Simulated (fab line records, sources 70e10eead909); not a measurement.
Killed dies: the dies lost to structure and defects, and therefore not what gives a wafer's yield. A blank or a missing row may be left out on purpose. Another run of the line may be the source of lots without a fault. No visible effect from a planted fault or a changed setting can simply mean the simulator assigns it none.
Code-filled problem report in 8D (eight disciplines) form ; flow nandHarc ; the parts of the form that need people (team, actions taken, sign-off) are left out

== 1. PROBLEM STATEMENT ==
Wafers without a fault read 86.4 s, standard deviation 0.59; runLengthS at NHARC_A_CONTACT_ETCH_48 reads a mean of 134.0 s on 3 wafers belonging to 3 lots. Relative to the usual mean, that is a shift of +81 standard deviations.
The step: etches the open film in CF4, target depth 39 nm, time 65 s.
Earliest sighting: wafer L643.3 on rieDiel-02 at day 27 15:37. At this step, 34 wafers from 12 lots have a number in the record. Rule for "out" (also "out of limits"): further than 4 standard deviations from the usual mean. The other wafers with a number count as sound.

== 2. WHAT IT IS; WHAT IT IS NOT ==
question;is;is not
which readings at this step;runLengthS;drypumpMotorCurrentA, oesProductAu, rfVppV, showerheadPlenumPTorr, throttleValvePct
which lots;L643, L645, L646;L630, L632, L633, L634, L635, L638, L640, L652, L653
which wafers of those lots;L643.3, L645.1, L646.1;L643.6, L645.6, L646.2, L646.5
read on which tools;rieDiel-02;rieDiel-01, rieDiel-13
when;from day 27 15:37;"up to then (22 sound wafers); but 9 sound wafers of L645, L646, L652, L653 came after"

== 3. THE SUSPECTS, EACH WITH WHAT RULES IT OUT ==
Counting: if a tool at a process step up to the reading ran every lot that is out, it stays a suspect. Sound lots after the first of them don't rule it out here, since some wafers of a struck lot are sound.
- rieDiel-02 at NHARC_A_CONTACT_ETCH_48 (etches the open film in CF4, target depth 39 nm, time 65 s): kept. It ran every lot that is out, first L643 (day 27 15:37); its last sound lot up to then is L640 (day 25 18:26). Out on those wafers are its own readings of runLengthS.
Left after counting: rieDiel-02 at NHARC_A_CONTACT_ETCH_48.

== 4. THE CAUSE (what the simulator had put in) ==
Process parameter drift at NHARC_A_CONTACT_ETCH_48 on rieDiel-02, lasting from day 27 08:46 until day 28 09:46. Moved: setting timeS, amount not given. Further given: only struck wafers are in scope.
This tool alone remained once counting was done.

== 5. THE EFFECT CHAIN, in route order ==
One row per reading whose mean, taken over the struck wafers that have a number, lies over 3 standard deviations from the usual. Only readings whose record carries a usual standard deviation are examined. hours: median over the lots of the time between each lot's start at the first step of this table that gives one and its start at this step. sigmas: the change, counted in usual standard deviations.
hours;step;reading;usual;on struck wafers;change;sigmas
0;NHARC_A_CONTACT_ETCH_48;runLengthS;86.4 s;134.0;+47.6;+81
It contains these process steps:
- NHARC_A_CONTACT_ETCH_48: etches the open film in CF4, target depth 39 nm, time 65 s.
Later steps that measure or inspect, where all struck wafers having a row at the step show a number for every such reading and not one has moved that far: NHARC_END_SORT_01.

== 6. WHAT WOULD HAVE CAUGHT IT SOONER ==
In this record no reading fell out of limits until day 27 15:37, 7 hours after the fault had begun at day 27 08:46.
